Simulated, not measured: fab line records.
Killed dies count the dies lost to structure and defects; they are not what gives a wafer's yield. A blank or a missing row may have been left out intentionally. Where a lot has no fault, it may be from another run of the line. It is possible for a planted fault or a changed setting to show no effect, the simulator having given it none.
fab line records	flow n5Finfet	part 1 of 2: steps 1 to 15 of 28
record: lots: 5	wafers: 15	lastDay: 16
route steps=1938 shown SD_EPI_N@268 SD_EPI_P@295
lots untouched by any fault: they come from a run of this same line in which no faults occurred
startH: the number of hours between the record's first day and the start of the first shown wafer of the lot	waitH: hours from the lot's prior step to this one	" the same as in the row above	L1.1+2: one row covering several wafers at once	- value missing, or start not given	* or withheld: withheld	< > ~ a bound
route shown NAME@n: NAME is a module with steps in the file, n the number in the route of the first one	usual: mean/standard deviation taken from wafers without a fault	same: alike in all rows	chamber/n: place in a boat	sites: per-site readings	_std_site: standard deviation of those values	_edge_site: mean of outer sites minus mean of inner sites	radiusMm: how far each site lies from the wafer's centre	mask NAME#n: copy n	behind: the most recent tool/chamber to have shaped the wafer	hold: why the lot was held/for how many hours/how that ended	device: the transistor (n, p or np) that didn't switch	end of line: tests of these same wafers at the route's end	a step without rows: its recipe alone	killed: count of dies lost to structure and defects at first sort (not the wafer's yield)	map: dies across one wafer; x = killed, . = not, _ = none there
set.NAME: the setting as run; set.NAME@STEP: as run at that earlier step	model.NAME: the simulator's own value behind a step, which no gauge read
lots at selected steps of the route; one table per step, one row per wafer
services: the hour from which a tool's chamber was out of use, counted from the record's first day as startH (under 0 if before that day), plus the number of hours and why
== steps ==
step: N5_SD_EPI_N_PEB_07
recipe: pebTempC: 110	pebTimeS: 60	resist: CAR-ArF-block
lot.wafer	tool	chamber	startH	waitH
L076.2+3+5	lithoTrack-05	0	61.51	0.0
L077.2+3+5	lithoTrack-04	0	66.54	0.0
L078.1+3+5	lithoTrack-05	0	78.73	0.1
L084.1+3+4	lithoTrack-05	0	109.92	0.1
L091.1+3+4	lithoTrack-04	0	150.98	0.1
step: N5_SD_EPI_N_DEVELOP_08
recipe: developTimeS: 30	developer: TMAH	resist: CAR-ArF-block	devTempC: 23	rinseLiquid: diw	dry: airSpin
lot.wafer	tool	chamber	startH	waitH
L076.2+3+5	lithoTrack-05	0	-	-
L077.2+3+5	lithoTrack-04	0	-	-
L078.1+3+5	lithoTrack-05	0	-	-
L084.1+3+4	lithoTrack-05	0	-	-
L091.1+3+4	lithoTrack-04	0	-	-
step: N5_SD_EPI_N_CD_MEAS_09
recipe: targetCdNm: 120	landingEnergyEv: 500	detector: seInlens
usual: cdNm: 120.2/0.54
lot.wafer	tool	chamber	startH	waitH	cdNm
L076.2	cdSem-03	0	61.58	-	120.3
L076.3	"	0	"	"	120.7
L076.5	"	0	"	"	119.9
L077.2	cdSem-03	0	66.61	-	119.9
L077.3	"	0	"	"	120.3
L077.5	"	0	"	"	120.6
L078.1	cdSem-03	0	78.79	-	120.7
L078.3	"	0	"	"	120.0
L078.5	"	0	"	"	120.1
L084.1	cdSem-02	0	109.99	-	120.6
L084.3	"	0	"	"	120.8
L084.4	"	0	"	"	121.0
L091.1	cdSem-03	0	151.04	-	121.1
L091.3	"	0	"	"	120.9
L091.4	"	0	"	"	121.1
step: N5_SD_EPI_N_OVL_MEAS_10
recipe: pointsPerWafer: 44
usual: SD_N_BLK_OVL: -0.2/0.71
lot.wafer	tool	chamber	startH	waitH	SD_N_BLK_OVL[nm]
L076.2	overlay-02	0	61.61	0.0	1.9
L076.3	"	0	"	"	-0.1
L076.5	"	0	"	"	0.9
L077.2	overlay-01	0	66.63	0.0	0.2
L077.3	"	0	"	"	-0.6
L077.5	"	0	"	"	-0.7
L078.1	overlay-02	0	78.82	0.0	0.3
L078.3	"	0	"	"	0.4
L078.5	"	0	"	"	0.0
L084.1	overlay-02	0	110.02	0.0	0.6
L084.3	"	0	"	"	-0.3
L084.4	"	0	"	"	-0.5
L091.1	overlay-01	0	151.07	0.0	-0.1
L091.3	"	0	"	"	0.4
L091.4	"	0	"	"	0.2
step: N5_SD_EPI_N_INSPECT_11
recipe: mode: adi	inspectInstrument: macro
usual: rawDefectCount: 1.9/1.4
lot.wafer	tool	chamber	startH	waitH	rawDefectCount
L076.2	defectInspect-02	-	61.63	0.0	2
L076.3	"	-	"	"	3
L076.5	"	-	"	"	4
L077.2	defectInspect-02	-	66.66	0.0	0
L077.3	"	-	"	"	3
L077.5	"	-	"	"	0
L078.1	defectInspect-01	-	78.85	0.0	0
L078.3	"	-	"	"	2
L078.5	"	-	"	"	0
L084.1	defectInspect-02	-	110.04	0.0	1
L084.3	"	-	"	"	1
L084.4	"	-	"	"	1
L091.1	defectInspect-02	-	151.10	0.0	2
L091.3	"	-	"	"	3
L091.4	"	-	"	"	0
step: N5_SD_EPI_N_DESCUM_14
recipe: chemistry: O2	timeS: 7.9	sourcePowerW: 50	biasPowerW: 20	pressureMtorr: 20	rfFrequencyHz: 2.712e+07	tempC: 40	resist: CAR-ArF-block	o2FlowSccm: 225
usual: drypumpMotorCurrentA: 5.6/0.32	oesProductAu: 0.80/0.062	rfFwdPowerW: 49.34/0.29	rfVppV: 243.1/1.2	showerheadPlenumPTorr: 2.09/0.061	throttleValvePct: 20.54/0.22
lot.wafer	tool	chamber	startH	waitH	drypumpMotorCurrentA	oesProductAu	rfFwdPowerW	rfHoursCounterH	rfVppV	showerheadPlenumPTorr	throttleValvePct
L076.2	rieDiel-06	0	61.67	0.0	5.2	0.75	49.75	160	244.4	2.20	20.87
L076.3	"	1	"	"	5.2	0.70	49.34	223	242.5	2.05	20.38
L076.5	"	3	"	"	5.9	0.80	49.53	-	242.5	2.01	20.41
L077.2	rieDiel-02	2	66.69	0.0	5.3	0.75	49.26	166	242.7	2.00	20.87
L077.3	"	1	"	"	5.2	0.81	49.57	105	243.1	2.12	20.47
L077.5	"	1	"	"	5.2	0.81	49.43	-	241.6	2.12	20.48
L078.1	rieDiel-01	3	78.88	0.0	5.7	0.77	48.94	151	243.4	2.08	20.53
L078.3	"	2	"	"	5.7	0.84	49.44	66	243.6	2.13	20.56
L078.5	"	0	"	"	5.7	0.89	49.42	-	244.5	2.13	20.46
L084.1	rieDiel-01	1	110.20	0.2	5.7	0.98	49.18	4	243.9	2.13	20.22
L084.3	"	3	"	"	5.7	0.76	48.91	164	241.5	2.08	20.56
L084.4	"	2	"	"	5.7	0.82	49.32	75	243.4	2.12	20.58
L091.1	rieDiel-01	2	151.13	0.0	5.6	0.81	49.58	88	244.9	2.12	20.58
L091.3	"	0	"	"	5.7	0.84	49.73	62	243.4	2.12	20.50
L091.4	"	3	"	"	5.7	0.75	48.79	177	242.6	2.07	20.57
step: N5_SD_EPI_N_ETCH_34
recipe: chemistry: CF4	target: SiARC	targetDepthA: 455	maskMaterial: CAR-ArF-block	timeS: 75.8	ionEnergyEv: 80	pressureMtorr: 40	sourceW: 545	biasW: 36	Ar_flow_sccm: 100	cf4FlowSccm: 100	ends: cleared
usual: biasW: 36.01/0.11	drypumpMotorCurrentA: 5.6/0.33	etchRfOnTimeS: 75.4/1.3	oesProductAu: 0.68/0.051	rfFwdPowerW: 539.1/2.9	rfVppV: 184.1/1	showerheadPlenumPTorr: 2.14/0.053	throttleValvePct: 15.71/0.19
lot.wafer	tool	chamber	startH	waitH	biasW	drypumpMotorCurrentA	etchRfOnTimeS	oesProductAu	rfFwdPowerW	rfHoursCounterH	rfVppV	showerheadPlenumPTorr	throttleValvePct
L076.2	rieDiel-06	0	61.70	0.0	36.05	5.2	77.0	0.63	537.8	160	185.3	2.23	15.92
L076.3	"	1	"	"	36.25	5.2	75.7	0.61	538.8	223	184.3	2.13	15.81
L076.5	"	3	"	"	36.04	5.9	75.1	0.66	544.0	-	183.8	2.08	15.69
L077.2	rieDiel-02	2	66.73	0.0	36.10	5.3	75.1	0.64	538.0	166	181.8	2.06	16.08
L077.3	"	1	"	"	36.01	5.2	76.0	0.68	544.0	105	184.1	2.16	15.56
L077.5	"	1	"	"	36.03	5.2	76.0	0.68	542.4	-	184.9	2.16	15.55
L078.1	rieDiel-01	3	78.92	0.0	36.08	5.7	73.1	0.65	536.2	151	184.1	2.14	15.77
L078.3	"	2	"	"	36.10	5.6	75.4	0.71	541.2	66	183.6	2.17	15.64
L078.5	"	0	"	"	36.01	5.7	76.8	0.75	544.9	-	183.4	2.17	15.54
L084.1	rieDiel-01	1	110.23	0.0	35.99	5.7	73.8	0.84	532.6	4	183.4	2.19	15.45
L084.3	"	3	"	"	35.87	5.7	72.6	0.65	537.2	164	184.6	2.13	15.81
L084.4	"	2	"	"	36.02	5.7	74.4	0.71	540.7	75	184.1	2.17	15.66
L091.1	rieDiel-01	2	151.17	0.0	35.96	5.6	74.9	0.70	538.8	88	184.8	2.16	15.69
L091.3	"	0	"	"	35.93	5.7	76.7	0.71	542.0	62	183.6	2.16	15.60
L091.4	"	3	"	"	36.05	5.7	72.8	0.64	536.7	177	184.5	2.13	15.83
step: N5_SD_EPI_N_ETCH_35
recipe: chemistry: N2/H2	target: SOC	overetchA: 1080	maskMaterial: SiARC	tempC: 40	ionEnergyEv: 100	sourceW: 3000	biasW: 133	pressureMtorr: 20	timeS: 486	n2FlowSccm: 200	h2FlowSccm: 200
usual: biasW: 133.0/0.36	drypumpMotorCurrentA: 5.6/0.32	h2FlowSccm: 200.1/0.57	oesProductAu: 0.71/0.054	rfFwdPowerW: 2994/8.6	rfVppV: 240.8/1.3	showerheadPlenumPTorr: 2.54/0.072	throttleValvePct: 23.91/0.28
lot.wafer	tool	chamber	startH	waitH	biasW	drypumpMotorCurrentA	h2FlowSccm	oesProductAu	rfFwdPowerW	rfHoursCounterH	rfVppV	showerheadPlenumPTorr	throttleValvePct
L076.2	rieDiel-06	0	61.76	0.0	132.9	5.2	199.9	0.68	2989	160	242.7	2.63	23.91
L076.3	"	1	"	"	132.8	5.2	200.1	0.64	2976	223	238.6	2.50	23.80
L076.5	"	3	"	"	133.4	5.9	200.2	0.71	2998	-	239.8	2.46	24.12
L077.2	rieDiel-02	2	66.78	0.0	132.7	5.3	200.2	0.66	2992	166	239.1	2.41	24.20
L077.3	"	1	"	"	133.2	5.2	200.8	0.71	2993	105	241.2	2.56	23.78
L077.5	"	1	"	"	133.3	5.2	200.4	0.71	2996	-	242.2	2.56	23.77
L078.1	rieDiel-01	3	78.97	0.0	132.8	5.7	199.9	0.68	3002	151	240.6	2.53	23.86
L078.3	"	2	"	"	132.5	5.7	199.8	0.75	2994	66	241.6	2.57	24.12
L078.5	"	0	"	"	132.5	5.7	199.4	0.79	3005	-	241.2	2.59	23.85
L084.1	rieDiel-01	1	110.29	0.0	133.3	5.7	200.2	0.87	2976	4	240.9	2.58	23.35
L084.3	"	3	"	"	132.0	5.7	199.4	0.67	2984	164	239.8	2.53	23.89
L084.4	"	2	"	"	133.6	5.7	201.1	0.74	2989	75	239.9	2.57	24.12
L091.1	rieDiel-01	2	151.22	0.0	133.0	5.7	200.5	0.72	3007	89	240.6	2.56	24.14
L091.3	"	0	"	"	132.8	5.8	201.4	0.75	2993	62	241.3	2.58	23.90
L091.4	"	3	"	"	132.8	5.7	200.6	0.66	3001	177	240.6	2.52	23.90
step: N5_SD_EPI_N_STRIP_36
recipe: chemistry: N2/H2	tempC: 40	n2FlowSccm: 200	h2FlowSccm: 200	rfFrequencyHz: 6e+07
lot.wafer	tool	chamber	startH	waitH
L076.2+3+5	rieDiel-06	0,1,3	62.08	0.2
L077.2+3+5	rieDiel-02	2,1,1	67.10	0.2
L078.1+3+5	rieDiel-01	3,2,0	79.29	0.2
L084.1+3+4	rieDiel-01	1,3,2	110.60	0.2
L091.1+3+4	rieDiel-01	2,0,3	151.54	0.2
step: N5_SD_EPI_N_ETCHBACK_44
recipe: chemistry: CH3F/O2	mode: anisotropicEtchback	target: SiNx	targetDepthA: 145	stopOn: SiO2	overEtchFrac: 0.3	ionEnergyEv: 120	pressureMtorr: 30	sourceW: 395	biasW: 73	Ar_flow_sccm: 150	CH3F_flow_sccm: 30	O2_flow_sccm: 20
usual: biasW: 72.97/0.23	drypumpMotorCurrentA: 5.6/0.32	oes_o_777_au: 0.79/0.056	oesProductAu: 0.68/0.051	rfFwdPowerW: 393.2/1.5	rfVppV: 298/5.6	showerheadPlenumPTorr: 2.00/0.054	throttleValvePct: 16.46/0.18
lot.wafer	tool	chamber	startH	waitH	biasW	drypumpMotorCurrentA	oes_o_777_au	oesProductAu	rfFwdPowerW	rfHoursCounterH	rfVppV	showerheadPlenumPTorr	throttleValvePct
L076.2	rieDiel-06	0	62.09	0.0	72.68	5.2	0.77	0.64	395.7	161	291	2.08	16.64
L076.3	"	1	"	"	73.09	5.2	0.70	0.61	392.3	223	303	1.99	16.59
L076.5	"	3	"	"	72.90	5.9	0.79	0.68	393.3	-	287	1.93	16.41
L077.2	rieDiel-02	2	67.11	0.0	73.15	5.3	0.75	0.64	391.7	166	305	1.91	16.78
L077.3	"	1	"	"	72.52	5.2	0.79	0.69	392.5	105	294	2.02	16.29
L077.5	"	1	"	"	72.79	5.2	0.79	0.68	392.1	-	294	2.02	16.27
L078.1	rieDiel-01	3	79.30	0.0	72.62	5.7	0.76	0.65	393.3	152	300	2.00	16.52
L078.3	"	2	"	"	72.92	5.7	0.85	0.72	392.8	66	291	2.02	16.37
L078.5	"	0	"	"	73.03	5.7	0.87	0.75	394.8	-	299	2.04	16.36
L084.1	rieDiel-01	1	110.61	0.0	73.27	5.7	0.95	0.83	391.9	4	304	2.05	16.20
L084.3	"	3	"	"	73.01	5.7	0.76	0.64	390.4	164	300	2.00	16.55
L084.4	"	2	"	"	72.88	5.7	0.85	0.70	393.7	75	293	2.02	16.40
L091.1	rieDiel-01	2	151.55	0.0	72.89	5.6	0.83	0.69	394.3	89	293	2.02	16.41
L091.3	"	0	"	"	73.20	5.7	0.83	0.72	397.2	63	300	2.03	16.41
L091.4	"	3	"	"	72.98	5.7	0.74	0.63	389.3	177	302	1.99	16.58
step: N5_SD_EPI_N_ETCH_45
recipe: chemistry: CH3F/O2	target: SiOCN	targetDepthA: 60	maskMaterial: SOC	ionEnergyEv: 60	biasW: 29	pressureMtorr: 15	sourceW: 410	Ar_flow_sccm: 150	CH3F_flow_sccm: 30	O2_flow_sccm: 20
usual: biasW: 29.00/0.084	drypumpMotorCurrentA: 5.6/0.32	oesProductAu: 0.79/0.06	rfFwdPowerW: 408.1/1.6	rfVppV: 127.4/0.95	showerheadPlenumPTorr: 2.00/0.054	throttleValvePct: 23.46/0.19
lot.wafer	tool	chamber	startH	waitH	biasW	drypumpMotorCurrentA	oesProductAu	rfFwdPowerW	rfHoursCounterH	rfVppV	showerheadPlenumPTorr	throttleValvePct
L076.2	rieDiel-06	0	62.19	0.1	29.04	5.2	0.74	407.7	161	128.3	2.07	23.69
L076.3	"	1	"	"	29.06	5.1	0.71	411.3	223	126.4	1.99	23.51
L076.5	"	3	"	"	29.12	5.9	0.78	409.2	-	127.8	1.93	23.42
L077.2	rieDiel-02	2	67.21	0.1	28.88	5.3	0.75	405.3	166	128.4	1.91	23.78
L077.3	"	1	"	"	29.04	5.2	0.80	406.5	105	127.0	2.01	23.34
L077.5	"	1	"	"	28.90	5.2	0.80	409.8	-	129.2	2.01	23.30
L078.1	rieDiel-01	3	79.40	0.1	29.01	5.7	0.78	406.4	152	127.2	1.99	23.51
L078.3	"	2	"	"	29.03	5.7	0.84	407.3	66	126.7	2.02	23.39
L078.5	"	0	"	"	28.99	5.7	0.88	410.1	-	128.7	2.04	23.48
L084.1	rieDiel-01	1	110.71	0.1	29.08	5.7	0.99	406.8	4	127.2	2.04	23.21
L084.3	"	3	"	"	28.94	5.7	0.75	407.5	164	127.5	1.99	23.52
L084.4	"	2	"	"	28.98	5.7	0.82	407.8	75	127.6	2.01	23.38
L091.1	rieDiel-01	2	151.65	0.1	28.99	5.7	0.81	410.0	89	127.9	2.01	23.41
L091.3	"	0	"	"	29.09	5.7	0.84	407.6	63	127.4	2.03	23.51
L091.4	"	3	"	"	28.93	5.7	0.75	404.1	177	126.8	1.98	23.51
step: N5_SD_EPI_N_ETCH_16
recipe: chemistry: CHF3/O2	target: SiO2	targetDepthA: 50	maskMaterial: SOC	pressureMtorr: 30	sourceW: 650	biasW: 170	Ar_flow_sccm: 200	CHF3_flow_sccm: 50	O2_flow_sccm: 5	ionEnergyEv: 200
usual: CHF3_flow_sccm: 50.00/0.13	biasW: 169.9/0.51	drypumpMotorCurrentA: 5.6/0.32	oes_o_777_au: 0.79/0.056	oesProductAu: 0.79/0.06	rfFwdPowerW: 642/3.5	rfVppV: 525/10	showerheadPlenumPTorr: 2.41/0.061	throttleValvePct: 19.03/0.17
lot.wafer	tool	chamber	startH	waitH	CHF3_flow_sccm	biasW	drypumpMotorCurrentA	oes_o_777_au	oesProductAu	rfFwdPowerW	rfHoursCounterH	rfVppV	showerheadPlenumPTorr	throttleValvePct
L076.2	rieDiel-06	0	62.29	0.1	49.82	170.7	5.2	0.79	0.74	647	161	512	2.50	19.17
L076.3	"	1	"	"	49.98	170.6	5.2	0.69	0.70	641	223	533	2.41	19.13
L076.5	"	3	"	"	49.81	170.8	5.9	0.79	0.78	646	-	508	2.34	18.97
L077.2	rieDiel-02	2	67.31	0.1	49.87	169.6	5.3	0.74	0.74	639	166	537	2.31	19.32
L077.3	"	1	"	"	49.93	170.2	5.2	0.79	0.81	643	105	517	2.43	18.85
L077.5	"	1	"	"	50.11	170.0	5.2	0.79	0.80	643	-	516	2.43	18.85
L078.1	rieDiel-01	3	79.50	0.1	50.00	169.6	5.7	0.76	0.76	637	152	530	2.41	19.10
L078.3	"	2	"	"	50.16	169.5	5.6	0.85	0.83	644	66	515	2.44	18.94
L078.5	"	0	"	"	49.89	170.3	5.7	0.88	0.87	645	-	529	2.46	18.95
L084.1	rieDiel-01	1	110.81	0.1	50.26	169.2	5.7	0.94	0.99	641	4	535	2.47	18.80
L084.3	"	3	"	"	49.95	169.3	5.7	0.76	0.74	641	164	529	2.41	19.10
L084.4	"	2	"	"	50.03	169.9	5.7	0.85	0.82	648	75	516	2.43	18.96
L091.1	rieDiel-01	2	151.75	0.1	49.99	170.0	5.7	0.83	0.81	644	89	515	2.43	18.97
L091.3	"	0	"	"	49.73	169.3	5.7	0.84	0.84	643	63	528	2.45	18.98
L091.4	"	3	"	"	49.82	169.8	5.7	0.74	0.75	639	177	532	2.40	19.14
step: N5_SD_EPI_N_STRIP_47
recipe: chemistry: CHF3/O2	resist: SiARC	rfFrequencyHz: 6e+07
lot.wafer	tool	chamber	startH	waitH
L076.2+3+5	rieDiel-06	0,1,3	62.33	0.0
L077.2+3+5	rieDiel-02	2,1,1	67.35	0.0
L078.1+3+5	rieDiel-01	3,2,0	79.54	0.0
L084.1+3+4	rieDiel-01	1,3,2	110.85	0.0
L091.1+3+4	rieDiel-01	2,0,3	151.79	0.0
step: N5_SD_EPI_N_SD_RECESS_17
recipe: chemistry: HBr/Cl2/O2	targetDepthA: 410	maskMaterial: SOC	timeS: 23.7	btTimeS: 3	pressureMtorr: 10	icpW: 800	biasW: 112	HBr_flow_sccm: 150	Cl2_flow_sccm: 80	O2_flow_sccm: 12
usual: biasW: 112.0/0.37	drypumpMotorCurrentA: 5.7/0.5	heBacksideLeakSccm: 2.9/0.39	oes_o_777_au: 1.000/0.016	oesProductAu: 0.999/0.017	rfFwdPowerW: 794.9/2.9	throttleValvePct: 37.0/0.4
lot.wafer	tool	chamber	startH	waitH	biasW	drypumpMotorCurrentA	heBacksideLeakSccm	oes_o_777_au	oesProductAu	rfFwdPowerW	rfHoursCounterH	throttleValvePct
L076.2	rieSi-04	0	62.36	0.0	112.5	4.7	2.6	1.017	1.009	793.3	13	36.8
L076.3	"	1	"	"	111.7	5.9	2.4	0.991	1.001	790.3	19	37.6
L076.5	"	0	"	"	112.4	4.7	2.5	1.025	1.016	793.9	-	36.8
L077.2	rieSi-04	1	67.38	0.0	112.1	5.9	4.0	0.999	0.995	795.8	19	37.6
L077.3	"	0	"	"	112.2	4.7	2.5	1.016	1.011	798.1	13	36.8
L077.5	"	3	"	"	112.1	5.4	3.3	1.000	0.989	799.2	-	37.2
L078.1	rieSi-05	0	79.58	0.0	111.7	6.3	3.2	1.007	0.992	797.3	8	36.7
L078.3	"	1	"	"	111.6	6.3	2.7	0.998	0.988	795.8	106	36.3
L078.5	"	2	"	"	111.8	5.3	2.7	1.002	1.002	798.6	-	37.4
L084.1	rieSi-05	3	110.88	0.0	112.1	5.6	2.8	0.965	0.988	794.1	0	36.9
L084.3	"	1	"	"	111.2	6.4	2.7	0.988	0.988	797.8	106	36.3
L084.4	"	0	"	"	112.0	6.3	3.3	1.009	1.006	793.9	9	36.7
L091.1	rieSi-05	2	151.82	0.0	111.7	5.3	2.8	1.014	1.009	798.1	6	37.4
L091.3	"	0	"	"	112.1	6.3	3.3	1.017	0.996	800.7	10	36.7
L091.4	"	1	"	"	112.0	6.4	2.6	0.990	0.982	797.4	107	36.3
step: N5_SD_EPI_N_STRIP_38
recipe: chemistry: N2/H2	powerW: 1000	tempC: 250	h2Frac: 0.65	overashFraction: 0.3	pressureMtorr: withheld	n2FlowSccm: 1750	h2FlowSccm: 3250
usual: drypumpMotorCurrentA: 5.21/0.26	h2FlowSccm: 3248/9.8	heaterPowerW: 340/40	oesProductAu: 0.760/0.011
same: overashFraction: 0.3
lot.wafer	tool	chamber	startH	waitH	drypumpMotorCurrentA	h2FlowSccm	heaterPowerW	oesProductAu	rfHoursCounterH
L076.2	plasmaAsher-01	0	62.45	0.1	4.80	3256	333	0.745	35
L076.3	"	1	"	"	5.48	3255	281	0.773	-
L076.5	"	1	"	"	5.47	3244	283	0.767	-
L077.2	plasmaAsher-02	0	67.47	0.1	5.36	3248	390	0.751	88
L077.3	"	1	"	"	5.19	3257	352	0.759	-
L077.5	"	1	"	"	5.22	3251	347	0.729	-
L078.1	plasmaAsher-02	1	79.67	0.1	5.20	3244	353	0.765	90
L078.3	"	1	"	"	5.19	3240	356	0.777	-
L078.5	"	1	"	"	5.21	3247	354	0.782	-
L084.1	plasmaAsher-01	0	110.98	0.1	4.80	3253	340	0.760	42
L084.3	"	0	"	"	4.81	3251	337	0.756	-
L084.4	"	1	"	"	5.46	3259	278	0.771	-
L091.1	plasmaAsher-01	0	151.91	0.1	4.79	3252	334	0.763	51
L091.3	"	0	"	"	4.82	3239	344	0.762	-
L091.4	"	1	"	"	5.46	3245	277	0.771	-
